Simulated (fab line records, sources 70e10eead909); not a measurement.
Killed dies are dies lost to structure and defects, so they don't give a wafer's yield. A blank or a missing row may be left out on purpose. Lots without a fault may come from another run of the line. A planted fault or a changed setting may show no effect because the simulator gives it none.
Code-filled problem report in 8D (eight disciplines) form	flow nand harc	the parts of the form that need people (team, actions taken, sign-off) are left out

## 1. PROBLEM STATEMENT
thk nm at NHARC_A_ONON_D1_THK_MEAS_02 reads a mean of 1478 nm on 2 wafers of 2 lots; wafers without a fault read 999 nm with a standard deviation of 9.4. That is +51 standard deviations from the usual mean.
The step: measures by ellipsometry.
The first sign was on wafer L439.2 at day 11 02:56, on film metro-01. The record has a number at this step for 40 wafers belonging to 14 lots. By rule, "out" or "out of limits" means more than 4 standard deviations away from the usual mean. The rest of the wafers with a number are treated as sound.

## 2. WHAT IT IS, AND WHAT IT ISN'T
question	is	is not
which readings at this step	thk nm	-
which lots	L439, L443	L425, L426, L427, L429, L430, L431, L432, L433, L434, L435, L438, L447
which wafers of those lots	L439.2, L443.4	L439.5, L443.3
read on which gauges	film metro-01, film metro-02	-
when	from day 11 02:56	up to then (34 sound wafers); but 4 sound wafers of L443, L447 came after

## 3. SUSPECTS, AND WHAT RULES EACH OUT
Counting: any tool at a process step up to the reading remains a suspect provided it ran every lot that is out. Sound lots after the first of them don't rule it out here, since some wafers of a struck lot are sound.
- the gauge at NHARC_A_ONON_D1_THK_MEAS_02 has been ruled out. 2 gauges (film metro-01, film metro-02) read the wafers that are out.
- pecvd onon-03 at NHARC_A_ONON_D1_DEP_00 (target thk 1000 nm): kept. It processed each lot that is out (first: L439, day 11 02:29); up to then, its last sound lot is L435 (day 10 05:10).
Left after counting: pecvd onon-03 at NHARC_A_ONON_D1_DEP_00.

## 4. THE CAUSE (what the simulator had put in)
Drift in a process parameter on pecvd onon-03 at NHARC_A_ONON_D1_DEP_00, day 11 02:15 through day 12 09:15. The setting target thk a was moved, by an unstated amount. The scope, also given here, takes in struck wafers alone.
The count eliminated every tool but this one.

## 5. SEQUENCE OF EFFECTS, ordered by route
Each row: a reading whose mean over the struck wafers that have a number lies more than 3 standard deviations from the usual. Only readings for which the record gives a usual standard deviation are gone through. hours: the time from each lot's start at the first step in this table that gives one to its start at this step, as a median over the lots. sigmas: the change in usual standard deviations.
hours	step	reading	usual	on struck wafers	change	sigmas
0	NHARC_A_ONON_D1_THK_MEAS_02	thk nm	999 nm	1478	+478	+51
294	NHARC_END_SORT_01	killed at array	30	672	+642	+64
294	NHARC_END_SORT_01	killed dies	34	677	+643	+58

## 6. WHAT WOULD HAVE CAUGHT IT SOONER
In this record the first reading out of limits at a measuring or inspecting step was taken at day 11 02:56, 1 hour after the fault began at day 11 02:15.
No tool reading at NHARC_A_ONON_D1_DEP_00 that has a usual standard deviation in the record was out on any struck wafer, so an alarm limit of 4 standard deviations on those readings would not have fired.
Among the 2 lots that are out, L443 began NHARC_A_ONON_D1_DEP_00 on pecvd onon-03 after day 11 02:56. A tool hold placed at that time would have kept it from harm.
